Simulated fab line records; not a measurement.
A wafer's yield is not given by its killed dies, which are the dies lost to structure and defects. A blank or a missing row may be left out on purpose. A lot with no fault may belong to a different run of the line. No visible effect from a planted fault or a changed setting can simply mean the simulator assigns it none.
Tool commonality check | flow nand-harc | 2 lots and 6 wafers in the sample

== WHY IT WAS OPENED ==
On 2 of the 2 lots, a flag is raised at NHARC_END_SORT_01 on the reading killed-dies. Wafers without a fault read 58, standard deviation 16.
Rule: a lot gets a flag if all its wafers with a number sit over 4 standard deviations from that mean, or if no wafer of it has a number. The other lots count as sound.

lot  | measured     | on        | killed-dies, wafer by wafer | flag
L584 | day 31 17:40 | prober-01 | 677 677 677                 | FLAGGED
L585 | day 32 06:31 | prober-02 | 677 677 677                 | FLAGGED
On average the flagged lots' numbers are 677, which is +619 against the usual, or +39 standard deviations.

== LOT BY LOT: THE TOOL USED ==
Before the reading, the record contains 3 process steps out of a 1302-step route. In each cell: the tool, then ch and the chambers that the sampled wafers went through, then the start.
lot  | flag    | NHARC_A_CHANNEL_HOLE_D1_ETCH_33  | NHARC_A_CHANNEL_FILL_D1_ALD_14   | NHARC_A_CHANNEL_FILL_D1_CVD_18
L584 | FLAGGED | har-etch-02 ch 0,1, day 15 23:31 | ald-hk-04 ch 1,2, day 16 08:43   | lpcvd-poly-03, day 17 00:34
L585 | FLAGGED | har-etch-01 ch 0,1, day 16 14:35 | ald-hk-01 ch 0,1,2, day 16 23:34 | lpcvd-poly-04, day 17 16:09
What the steps here do:
- NHARC_A_CHANNEL_HOLE_D1_ETCH_33: etches the open film in C4F8/O2/Ar, time 90 s, target depth 400 nm.
- NHARC_A_CHANNEL_FILL_D1_ALD_14: deposits SiO2, target thk 2.5 nm, pulse time 10 s, ald cycles 25.
- NHARC_A_CHANNEL_FILL_D1_CVD_18: deposits poly-Si, target thk 3 nm.
- NHARC_END_SORT_01

== FLAGGED OVER TOTAL, TOOL BY TOOL (the gauges that took the reading come last) ==
step                            | tool          | lots run | flagged | share of the flagged lots | sound lots run after its first flagged lot
NHARC_A_CHANNEL_HOLE_D1_ETCH_33 | har-etch-01   | 1        | 1       | some                      | 0
NHARC_A_CHANNEL_HOLE_D1_ETCH_33 | har-etch-02   | 1        | 1       | some                      | 0
NHARC_A_CHANNEL_FILL_D1_ALD_14  | ald-hk-01     | 1        | 1       | some                      | 0
NHARC_A_CHANNEL_FILL_D1_ALD_14  | ald-hk-04     | 1        | 1       | some                      | 0
NHARC_A_CHANNEL_FILL_D1_CVD_18  | lpcvd-poly-03 | 1        | 1       | some                      | 0
NHARC_A_CHANNEL_FILL_D1_CVD_18  | lpcvd-poly-04 | 1        | 1       | some                      | 0
NHARC_END_SORT_01               | prober-01     | 1        | 1       | some                      | 0
NHARC_END_SORT_01               | prober-02     | 1        | 1       | some                      | 0

== WHAT THE TABLE ALLOWS ==
No row of the table ran every flagged lot.

== WHAT WAS PUT IN BY THE SIMULATOR ==
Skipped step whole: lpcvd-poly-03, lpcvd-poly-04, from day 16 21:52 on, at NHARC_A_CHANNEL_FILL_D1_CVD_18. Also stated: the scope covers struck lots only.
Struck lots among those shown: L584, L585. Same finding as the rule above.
